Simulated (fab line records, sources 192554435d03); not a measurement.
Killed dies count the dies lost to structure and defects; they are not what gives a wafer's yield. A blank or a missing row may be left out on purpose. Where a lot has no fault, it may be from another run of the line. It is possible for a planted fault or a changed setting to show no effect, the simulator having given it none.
fab line records	flow n5-finfet
[record] lots = 9	wafers = 27	last-day = 17
route steps=1938 shown BEOL_M0_SAQP@668 BEOL_M4@1111 PASSIVATION@1936
lots with no fault: from the same line, run without faults
start-h: hours from the record's opening day to when the first of the lot's shown wafers began	wait-h: hours since the lot's step before	" same as the row above	L1.1+2: a single row standing in for several wafers	- no value present, or no start provided	* or withheld: withheld	< > ~ a bound
route shown NAME@n: names a module that has steps shown in the file, with the first one's number in the route	usual: mean and standard deviation over wafers with no fault	same: alike in all rows	chamber/n: place in a boat	sites: each site's reading	_std_site: how widely they spread, as a standard deviation	_edge_site: outer sites' mean less inner sites'	radius-mm: how far each site lies from the wafer's centre	mask NAME#n: copy n	behind: the most recent tool/chamber to have shaped the wafer	hold: why the lot was held/for how many hours/how that ended	device: the transistor (n, p or np) that didn't switch	end of line: tests run on the same wafers once the route is complete	a step given without rows: its recipe and nothing more	killed: the dies lost at the first sort to structure and to defects; this is not the yield of the wafer	map: shows each die of a wafer: x if killed, . if not, _ if none is there
set.NAME: the setting that was run; set.NAME@STEP: the one run at that earlier step	model.NAME: the simulator's own value behind a step, which no gauge read
one table for each step of the route and one row for each wafer, over a sample of lots
services: the hour from which a tool's chamber was out of use, counted from the record's first day as start-h (under 0 if before that day), plus the number of hours and why
[[steps]]
[step N5_BEOL_M0_SAQP_ETCH_102]
[recipe] chemistry = CF4	target = SiO2	target-depth-a = 40	ion-energy-ev = 350	time-s = 4.4	pressure-mtorr = 10	icp-w = 800	bias-w = 400	cf4-flow-sccm = 80
[usual] cf4-flow-sccm = 79.98/0.26	drypump-motor-current-A = 5.4/0.47	oes-product-au = 1.002/0.019	throttle-valve-pct = 21.73/0.2
lot.wafer	tool	chamber	start-h	wait-h	cf4-flow-sccm	drypump-motor-current-A	oes-product-au	rf-hours-counter-h	throttle-valve-pct
L781.1	rie-si-06	3	114.69	0.1	80.02	5.7	1.004	77	21.80
L781.2	"	1	"	"	79.96	5.2	0.966	75	21.95
L781.4	"	2	"	"	80.01	5.8	1.009	186	21.47
L784.1	rie-si-06	1	134.21	0.1	79.87	5.2	0.965	76	21.93
L784.4	"	2	"	"	80.25	5.8	1.022	186	21.49
L784.6	"	1	"	"	79.90	5.3	0.959	-	21.93
L785.4	rie-si-05	2	140.90	0.1	80.40	6.0	0.917	123	22.07
L785.5	"	3	"	"	80.51	5.4	1.012	-	21.57
L785.6	"	2	"	"	80.28	6.0	1.003	-	22.12
L787.2	rie-si-05	0	150.49	0.1	79.96	5.1	0.917	163	21.88
L787.4	"	3	"	"	79.95	5.4	0.910	31	21.53
L787.6	"	3	"	"	79.71	5.5	1.000	-	21.56
L796.1	rie-si-06	1	215.67	0.1	80.10	5.3	0.978	77	21.97
L796.2	"	0	"	"	80.15	5.1	1.023	31	21.60
L796.5	"	1	"	"	79.86	5.2	0.970	-	21.93
L798.1	rie-si-06	0	217.77	0.1	80.27	5.1	1.015	31	21.62
L798.3	"	3	"	"	79.81	5.7	1.011	79	21.81
L798.6	"	0	"	"	79.80	5.1	1.005	-	21.62
L797.3	rie-si-05	2	218.36	0.1	79.95	6.0	1.024	124	22.11
L797.4	"	1	"	"	79.91	5.0	1.014	181	21.75
L797.6	"	1	"	"	79.74	5.1	1.008	-	21.73
L801.2	rie-si-02	3	236.43	0.1	80.19	4.9	0.959	43	21.37
L801.3	"	1	"	"	79.45	5.9	0.991	3	21.77
L801.6	"	3	"	"	80.46	4.9	0.960	-	21.38
L803.3	rie-si-05	3	246.91	0.1	80.02	5.4	1.014	33	21.56
L803.4	"	0	"	"	79.91	5.1	1.018	165	21.92
L803.6	"	3	"	"	80.23	5.4	1.016	-	21.58
[step N5_BEOL_M0_SAQP_ETCH_106]
[recipe] chemistry = N2/H2	target = SOC	target-depth-a = 1500	stop-on = SiNx	ion-energy-ev = 100	bias-w = 61	pressure-mtorr = 30	source-w = 850	n2-flow-sccm = 200	h2-flow-sccm = 200
[usual] drypump-motor-current-A = 5.6/0.49	n2-flow-sccm = 200.1/0.61	oes-product-au = 0.79/0.081	rf-vpp-V = 240.7/1.4	showerhead-plenum-p-Torr = 2.55/0.085	throttle-valve-pct = 17.83/0.26
lot.wafer	tool	chamber	start-h	wait-h	drypump-motor-current-A	n2-flow-sccm	oes-product-au	rf-hours-counter-h	rf-vpp-V	showerhead-plenum-p-Torr	throttle-valve-pct
L781.1	rie-diel-06	3	115.25	-	6.8	199.9	0.92	15	242.0	2.60	17.47
L781.2	"	0	"	"	5.5	200.5	0.77	129	238.1	2.44	17.94
L781.4	"	1	"	"	5.3	200.7	0.89	41	241.5	2.60	17.88
L784.1	rie-diel-06	0	134.78	-	5.5	200.3	0.76	136	239.0	2.44	17.93
L784.4	"	2	"	"	5.7	200.2	0.76	123	239.4	2.46	18.23
L784.6	"	1	"	"	5.3	200.2	0.88	-	241.9	2.59	17.87
L785.4	rie-diel-06	2	141.70	-	5.7	200.1	0.74	126	239.3	2.46	18.25
L785.5	"	0	"	"	5.5	199.6	0.77	-	240.0	2.44	17.94
L785.6	"	1	"	"	5.3	199.5	0.87	-	241.7	2.59	17.89
L787.2	rie-diel-06	3	151.12	-	6.8	201.0	0.90	27	242.4	2.59	17.48
L787.4	"	1	"	"	5.3	201.6	0.87	53	240.7	2.59	17.88
L787.6	"	1	"	"	5.3	201.0	0.86	-	240.5	2.59	17.88
L796.1	rie-diel-06	2	216.23	-	5.7	201.3	0.73	149	239.0	2.45	18.29
L796.2	"	0	"	"	5.5	199.8	0.75	161	238.9	2.43	17.98
L796.5	"	2	"	"	5.7	200.8	0.73	-	239.0	2.45	18.27
L798.1	rie-diel-06	0	218.34	-	5.5	200.4	0.74	162	239.1	2.43	17.98
L798.3	"	3	"	"	6.8	199.5	0.85	49	241.7	2.58	17.54
L798.6	"	2	"	"	5.7	199.9	0.73	-	239.4	2.45	18.28
L797.3	rie-diel-05	0	218.93	-	5.3	199.7	0.74	169	238.6	2.53	17.51
L797.4	"	1	"	"	5.6	199.6	0.94	3	244.6	2.71	17.81
L797.6	"	0	"	"	5.3	198.9	0.74	-	241.4	2.53	17.51
L801.2	rie-diel-05	2	236.99	-	6.0	198.9	0.98	0	240.8	2.50	17.87
L801.3	"	1	"	"	5.6	199.3	0.91	11	242.6	2.71	17.83
L801.6	"	0	"	"	5.3	199.5	0.74	-	240.1	2.53	17.50
L803.3	rie-diel-03	3	247.65	-	5.1	200.1	0.82	106	241.3	2.56	17.66
L803.4	"	2	"	"	4.8	200.2	0.89	18	239.6	2.48	17.24
L803.6	"	3	"	"	5.1	199.0	0.81	-	239.5	2.56	17.65
[step N5_BEOL_M0_SAQP_STRIP_108]
[recipe] chemistry = N2/H2	power-w = 500	temp-c = 40	pressure-mtorr = 50	rf-frequency-hz = 6e+07	overash-fraction = 0.3	bias-power-w = 28	h2-frac = 0.5	n2-flow-sccm = 300	h2-flow-sccm = 300
[usual] drypump-motor-current-A = 5.6/0.49	n2-flow-sccm = 300.1/0.88	oes-product-au = 0.80/0.084	rf-vpp-V = 122.0/0.98	showerhead-plenum-p-Torr = 3.37/0.11	temp-c = 40.00/0.11	throttle-valve-pct = 18.9/0.4
lot.wafer	tool	chamber	start-h	wait-h	drypump-motor-current-A	n2-flow-sccm	oes-product-au	rf-hours-counter-h	rf-vpp-V	showerhead-plenum-p-Torr	temp-c	throttle-valve-pct
L781.1	rie-diel-06	3	115.35	0.0	6.8	299.4	0.93	15	121.6	3.43	40.03	18.4
L781.2	"	0	"	"	5.5	300.9	0.78	129	123.3	3.23	40.17	19.0
L781.4	"	1	"	"	5.4	299.9	0.92	41	122.3	3.43	40.07	19.0
L784.1	rie-diel-06	0	134.88	0.0	5.5	298.1	0.77	136	121.1	3.22	40.06	19.0
L784.4	"	2	"	"	5.7	301.2	0.76	123	119.3	3.25	40.03	19.5
L784.6	"	1	"	"	5.4	301.9	0.90	-	121.9	3.42	39.86	19.0
L785.4	rie-diel-06	2	141.80	0.0	5.7	298.5	0.75	126	120.8	3.25	39.96	19.5
L785.5	"	0	"	"	5.5	300.6	0.77	-	121.5	3.22	40.01	19.0
L785.6	"	1	"	"	5.4	300.5	0.89	-	121.9	3.42	40.03	19.1
L787.2	rie-diel-06	3	151.22	0.0	6.8	299.7	0.91	27	122.1	3.42	40.15	18.4
L787.4	"	1	"	"	5.3	301.0	0.89	53	123.5	3.42	39.86	19.0
L787.6	"	1	"	"	5.4	298.7	0.89	-	122.7	3.42	39.98	19.0
L796.1	rie-diel-06	2	216.33	0.0	5.7	299.8	0.74	149	119.1	3.24	39.92	19.6
L796.2	"	0	"	"	5.5	299.4	0.75	161	122.2	3.21	39.96	19.1
L796.5	"	2	"	"	5.7	300.2	0.74	-	120.8	3.24	39.98	19.5
L798.1	rie-diel-06	0	218.44	0.0	5.5	299.7	0.75	162	122.9	3.21	39.97	19.1
L798.3	"	3	"	"	6.8	299.6	0.86	49	123.6	3.41	40.06	18.5
L798.6	"	2	"	"	5.7	299.9	0.74	-	121.4	3.24	39.92	19.5
L797.3	rie-diel-05	0	219.03	0.0	5.3	300.2	0.75	169	120.6	3.35	40.12	18.3
L797.4	"	1	"	"	5.6	301.9	0.95	4	123.5	3.57	40.14	18.9
L797.6	"	0	"	"	5.3	300.6	0.75	-	121.0	3.35	40.03	18.3
L801.2	rie-diel-05	2	237.09	0.0	6.0	299.5	1.00	0	121.9	3.30	40.02	19.3
L801.3	"	1	"	"	5.6	300.1	0.92	11	123.1	3.57	39.94	19.0
L801.6	"	0	"	"	5.3	299.7	0.76	-	121.2	3.34	40.00	18.3
L803.3	rie-diel-03	3	247.75	0.0	5.1	300.9	0.82	106	120.7	3.38	39.97	18.7
L803.4	"	2	"	"	4.8	298.9	0.90	18	121.7	3.28	39.92	18.3
L803.6	"	3	"	"	5.1	301.1	0.82	-	122.3	3.38	40.09	18.7
[step N5_BEOL_M0_SAQP_SPACER2_ALD_26]
[recipe] material = SiO2	target-thk-a = 150	temp-c = 300	ald-precursor-family = BDEAS	ald-co-reactant = O2-plasma	pulse-time-s = 1	purge-time-s = 2	co-reactant-purge-time-s = 2	pressure-torr = 2
[usual] heater-power-w = 463/48	precursor-pulse-height-rel = 1.002/0.019
[same] pulse-time-s = 1
lot.wafer	tool	chamber	start-h	wait-h	heater-power-w	precursor-pulse-height-rel
L781.1	ald-sin-02	0	115.66	0.1	496	1.023
L781.2	"	3	"	"	532	1.016
L781.4	"	2	"	"	479	1.009
L784.1	ald-sin-03	3	135.60	0.6	468	1.021
L784.4	"	1	"	"	428	0.990
L784.6	"	0	"	"	478	0.999
L785.4	ald-sin-01	2	142.01	0.1	524	1.041
L785.5	"	0	"	"	496	0.999
L785.6	"	1	"	"	431	0.992
L787.2	ald-sin-01	0	151.42	0.1	487	0.978
L787.4	"	2	"	"	523	0.995
L787.6	"	2	"	"	533	1.004
L796.1	ald-sin-03	1	216.54	0.1	415	1.006
L796.2	"	3	"	"	478	0.992
L796.5	"	0	"	"	491	1.034
L798.1	ald-sin-02	2	218.64	0.1	494	1.008
L798.3	"	1	"	"	363	1.000
L798.6	"	1	"	"	360	1.020
L797.3	ald-sin-03	2	219.23	0.1	425	0.997
L797.4	"	0	"	"	483	0.990
L797.6	"	1	"	"	421	1.036
L801.2	ald-sin-02	1	237.30	0.1	362	0.996
L801.3	"	3	"	"	530	0.984
L801.6	"	0	"	"	499	1.001
L803.3	ald-sin-03	1	248.01	0.1	417	0.995
L803.4	"	3	"	"	474	1.002
L803.6	"	1	"	"	430	0.991
[step N5_BEOL_M4_RC_MEAS_101]
[usual] DIBL_N = 36.4/1.5	DIBL_P = 36.4/1.6	IOFF_N = 0.164/0.025	IOFF_P = 0.214/0.028	ION_N = 675/9.9	ION_P = 463/6.5	SS_N = 71.5/0.5	SS_P = 73.3/0.56	VT_N = 249.2/2.7	VT_P = -250.1/2.8
lot.wafer	tool	chamber	start-h	wait-h	DIBL_N[mV/V]	DIBL_P[mV/V]	IOFF_N[nA/um]	IOFF_P[nA/um]	ION_N[uA/um]	ION_P[uA/um]	SS_N[mV/dec]	SS_P[mV/dec]	VT_N[mV]	VT_P[mV]
L781.1	prober-01	0	177.93	0.0	37.4	35.4	0.145	0.213	671	465	70.9	73.9	251.9	-249.3
L781.2	"	0	"	"	38.5	37.0	0.171	0.250	678	470	71.7	74.0	249.3	-245.5
L781.4	"	0	"	"	36.1	33.7	0.129	0.190	659	459	71.3	73.2	254.3	-250.1
L784.1	prober-01	0	189.48	0.0	35.8	35.7	0.163	0.214	678	462	70.9	73.4	250.3	-252.0
L784.4	"	0	"	"	35.2	34.7	0.154	0.195	676	460	71.1	73.3	250.3	-250.5
L784.6	"	0	"	"	34.1	34.3	0.136	0.186	664	460	70.7	72.3	253.4	-251.6
L785.4	prober-01	0	195.83	0.5	36.7	33.8	0.152	0.187	670	459	71.3	72.3	250.7	-252.1
L785.5	"	0	"	"	38.0	35.8	0.176	0.214	691	470	71.4	74.1	247.4	-250.6
L785.6	"	0	"	"	37.8	35.7	0.173	0.210	678	457	72.0	73.6	246.8	-251.4
L787.2	prober-01	0	214.72	1.1	38.0	38.1	0.188	0.232	679	458	71.8	73.6	246.1	-248.4
L787.4	"	0	"	"	39.0	39.0	0.219	0.242	694	469	72.1	73.2	242.9	-249.2
L787.6	"	0	"	"	38.1	37.9	0.191	0.228	688	466	71.2	74.3	244.9	-249.0
L796.1	prober-02	0	269.79	0.4	36.1	35.7	0.175	0.209	686	466	71.6	72.9	244.6	-251.3
L796.2	"	0	"	"	34.7	34.1	0.146	0.191	675	464	71.5	72.1	250.2	-250.9
L796.5	"	0	"	"	36.1	36.0	0.174	0.210	682	459	71.4	73.4	249.9	-251.5
L797.3	prober-01	0	272.41	0.3	37.9	38.7	0.222	0.244	696	468	72.3	73.6	246.7	-248.5
L797.4	"	0	"	"	36.9	37.5	0.207	0.225	697	468	71.7	74.4	245.8	-249.9
L797.6	"	0	"	"	38.5	39.4	0.247	0.256	703	469	71.3	74.2	242.5	-246.1
L798.1	prober-02	0	276.77	0.0	36.6	36.1	0.169	0.222	680	464	72.2	74.0	246.4	-247.6
L798.3	"	0	"	"	37.7	37.9	0.189	0.250	681	469	71.9	73.8	244.4	-248.1
L798.6	"	0	"	"	36.6	36.4	0.160	0.222	669	469	72.1	74.0	248.8	-249.1
L801.2	prober-02	0	291.64	0.2	35.1	34.9	0.159	0.175	681	458	71.7	73.1	250.2	-254.8
L801.3	"	0	"	"	34.7	34.4	0.146	0.169	674	457	71.1	73.1	249.3	-252.5
L801.6	"	0	"	"	35.5	35.5	0.157	0.187	667	455	71.8	72.9	249.2	-254.0
L803.3	prober-02	0	303.39	0.3	37.4	37.1	0.184	0.225	675	464	71.4	73.8	246.9	-250.5
L803.4	"	0	"	"	36.6	36.1	0.164	0.212	674	457	71.6	73.7	251.0	-251.4
L803.6	"	0	"	"	37.8	36.8	0.174	0.218	678	459	71.2	74.1	249.6	-249.9
[step N5_PASSIVATION_PROBE_49]
[usual] defect-limited-yield = 91.1/1.4	killed_at_M0_to_M3 = 35/8.7	killed_at_M4_up = 14/5.3	killed-at-contacts = 12/6.2	killed-at-front-end = 41/12	killed-at-other = 3.4/2.6	killed-dies = 105/16	killed-open = 67/13	killed-short = 36/7.3	sort_bin_5_function = 5.2/0.96	sort_bin_6_memory = 3.3/0.6	sort-n-pass = 1075/16	sort-yield-pct = 91.1/1.4
[same] gross-dies = 1180	killed-at-back-side = 0	sort_bin_4_leakage[%] = 0	sort_bin_8_speed[%] = 0
lot.wafer	tool	chamber	start-h	wait-h	defect-limited-yield[%]	killed_at_M0_to_M3	killed_at_M4_up	killed-at-contacts	killed-at-front-end	killed-at-other	killed-dies	killed-open	killed-short	sort_bin_5_function[%]	sort_bin_6_memory[%]	sort-n-pass	sort-yield-pct[%]
L781.1	prober-02	-	284.77	0.0	91.9	35	20	9	29	3	96	62	34	4.9	2.9	1084	91.9
L781.2	prober-02	-	284.82	0.1	90.4	37	13	13	46	4	113	68	44	5.6	3.8	1067	90.4
L781.4	prober-02	-	284.92	0.2	89.4	48	17	7	50	3	125	82	43	6.6	3.5	1055	89.4
L797.3	prober-01	-	372.34	0.1	91.6	33	22	16	27	1	99	60	36	4.9	3.2	1081	91.6
L797.4	prober-01	-	372.39	0.2	93.8	26	22	4	21	0	73	42	30	3.3	2.7	1107	93.8
L797.6	prober-01	-	372.49	0.3	94.2	25	18	3	20	2	68	48	18	3.2	2.3	1112	94.2
// killed by level:class
L781.1 STI_FIN_REVEAL:geometric-particle:open=12 BEOL_M4:geometric-particle:open=12 BEOL_M0_SAQP:geometric-particle:short=10 MOL_CONTACT_COAG:geometric-particle:open=9 BEOL_M0_SAQP:geometric-particle:open=6 BEOL_M0:geometric-particle:open=6 FIN_SAQP:geometric-particle:short=4 BEOL_M3:geometric-particle:short=4
L781.2 STI_FIN_REVEAL:geometric-particle:open=15 BEOL_M0_SAQP:geometric-particle:short=13 MOL_CONTACT_COAG:geometric-particle:open=12 FIN_SAQP:geometric-particle:short=9 BEOL_M3:geometric-particle:open=6 DUMMY_GATE:geometric-particle:open=5 BEOL_M0_SAQP:geometric-particle:open=5 BEOL_M0:geometric-particle:open=5
L781.4 STI_FIN_REVEAL:geometric-particle:open=15 FIN_SAQP:geometric-particle:short=13 BEOL_M3:geometric-particle:open=11 FIN_SAQP:geometric-particle:open=9 BEOL_M2:geometric-particle:open=9 BEOL_M0_SAQP:geometric-particle:open=7 BEOL_M3:geometric-particle:short=6 MOL_CONTACT_COAG:geometric-particle:open=6
L797.3 BEOL_M2:geometric-particle:open=11 MOL_CONTACT_COAG:geometric-particle:open=10 FIN_SAQP:geometric-particle:short=6 GATE_CUT:geometric-particle:short=5 MOL_CONTACT_COAG:geometric-particle:short=5 BEOL_M0_SAQP:geometric-particle:short=5 BEOL_M6:geometric-particle:open=5 GATE_CUT:geometric-particle:open=4
L797.4 FIN_SAQP:geometric-particle:short=8 BEOL_M4:geometric-particle:short=7 BEOL_M0_SAQP:geometric-particle:short=5 BEOL_M0:geometric-particle:open=5 BEOL_M1:geometric-particle:open=5 BEOL_M4:geometric-particle:open=5 GATE_CUT:geometric-particle:short=4 MOL_CONTACT_COAG:geometric-particle:open=4
L797.6 BEOL_M0_SAQP:geometric-particle:open=6 BEOL_M2:geometric-particle:open=6 DUMMY_GATE:geometric-particle:open=4 GATE_CUT:geometric-particle:short=4 BEOL_M5:geometric-particle:open=4 FIN_SAQP:geometric-particle:open=3 BEOL_M0:geometric-particle:open=3 BEOL_M3:geometric-particle:open=3
[[services]]
tool	chamber	start-h	hours	kind
rie-diel-03	-	95.11	2.8	pm
rie-si-05	3	102.40	6.3	repair
rie-si-06	-	131.77	0.3	repair
rie-diel-06	3	158.92	1.5	repair
ald-sin-03	3	172.68	20.5	repair
ald-sin-03	-	178.11	14.0	pm
ald-sin-03	0	178.11	14.0	vent-cycle
ald-sin-03	1	178.11	14.0	vent-cycle
ald-sin-03	2	178.11	14.0	vent-cycle
ald-sin-02	-	182.71	14.6	pm
rie-diel-05	1	189.36	-	clean
rie-diel-05	1	189.36	-	consumable-replace:focus-ring
rie-diel-05	1	189.36	-	consumable-replace:showerhead
rie-diel-05	1	189.36	17.0	scheduled-down
rie-diel-05	1	189.36	17.0	vent-cycle
ald-sin-03	0	192.11	-	clean
ald-sin-03	1	192.11	-	clean
ald-sin-03	2	192.11	-	clean
rie-diel-03	2	208.36	12.5	repair
rie-si-02	-	208.37	14.6	pm
rie-si-06	2	210.93	-	clean
rie-si-06	2	210.93	19.9	scheduled-down
rie-diel-03	3	217.87	22.0	repair
rie-diel-05	3	240.96	8.6	repair
[[key]]
[first-sign] step = N5_BEOL_M0_SAQP_ETCH_102	reading = oes-product-au	direction = down	sigmas = 4.6	usual = 1.002	struck = 0.915
effect none on later readings
met-at N5_BEOL_M0_SAQP_ETCH_102
struck-lots L785,L787
struck-wafers L785.4,L787.2,L787.4
not-acting-at N5_BEOL_M0_SAQP_ETCH_106,N5_BEOL_M0_SAQP_STRIP_108,N5_BEOL_M0_SAQP_SPACER2_ALD_26
[fault] kind = process-parameter-drift	tool = rie-si-05	chamber = -	onset-h = 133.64	steps = N5_BEOL_M0_SAQP_ETCH_102	channel = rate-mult	offset = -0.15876	shape = step	end-h = 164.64	scope = struck-wafers-only
